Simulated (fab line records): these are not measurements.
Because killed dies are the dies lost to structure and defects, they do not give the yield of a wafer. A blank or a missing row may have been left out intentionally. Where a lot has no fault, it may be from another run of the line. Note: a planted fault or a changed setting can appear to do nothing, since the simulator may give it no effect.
2 desks looking at one fault    flow nand harc    numbers are kept per desk, each desk with only its own; the story behind them comes last

== THE METROLOGY DESK ==
Means of the sampled wafers that have a number, per lot and without regard to the tool the lot ran on: this is what the gauges read. The brackets show how far a lot's mean lies from the usual mean; more than 4 standard deviations puts the lot out of limits, marked OUT.
Columns: A = thk nm at NHARC_P_BONDPAD_THK_MEAS_33, usual 200.2 nm
lot   first seen here  A
L209  day 6 23:34      202.2
L210  day 7 06:11      200.0
L212  day 8 08:35      199.8
L214  day 9 00:07      200.0
L217  day 9 20:52      199.9
L219  day 10 23:37     201.4
L220  day 11 03:34     201.4
L225  day 13 08:08     200.2
L226  day 13 14:10     199.5
L227  day 13 23:10     199.9
L228  day 14 13:55     199.8
L229  day 14 21:25     200.5
L231  day 15 14:54     200.1
L232  day 16 07:44     200.8
This desk found nothing out of limits on any of the 14 lots.

== TOOL OWNER'S DESK, litho track-07 ==
At NHARC_A_ZERO_WELL_DEVELOP_09 (time 50 s), the tool's own readings, given per lot that ran on this tool as the mean of the sampled wafers with a number. The brackets show how far a lot's mean lies from the usual mean; more than 4 standard deviations puts the lot out of limits, marked OUT.
Columns: A = chill plate temp C at NHARC_A_ZERO_WELL_DEVELOP_09, usual 22.97 C; B = developer temp C at NHARC_A_ZERO_WELL_DEVELOP_09, usual 21.99 C; C = exhaust pa at NHARC_A_ZERO_WELL_DEVELOP_09, usual 44.7 Pa
lot   first seen here  A      B      C
L212  day 8 13:00      22.90  21.90  44.5
L226  day 13 18:00     22.92  22.09  45.7
L227  day 14 03:00     22.98  22.09  44.5
This desk found nothing out of limits on any of the 3 lots.

== BROUGHT TOGETHER ==
From the metrology desk's view, nothing was out of limits.
The tool owner's desk saw nothing out of limits.

== WHAT HAD BEEN PUT IN BY THE SIMULATOR ==
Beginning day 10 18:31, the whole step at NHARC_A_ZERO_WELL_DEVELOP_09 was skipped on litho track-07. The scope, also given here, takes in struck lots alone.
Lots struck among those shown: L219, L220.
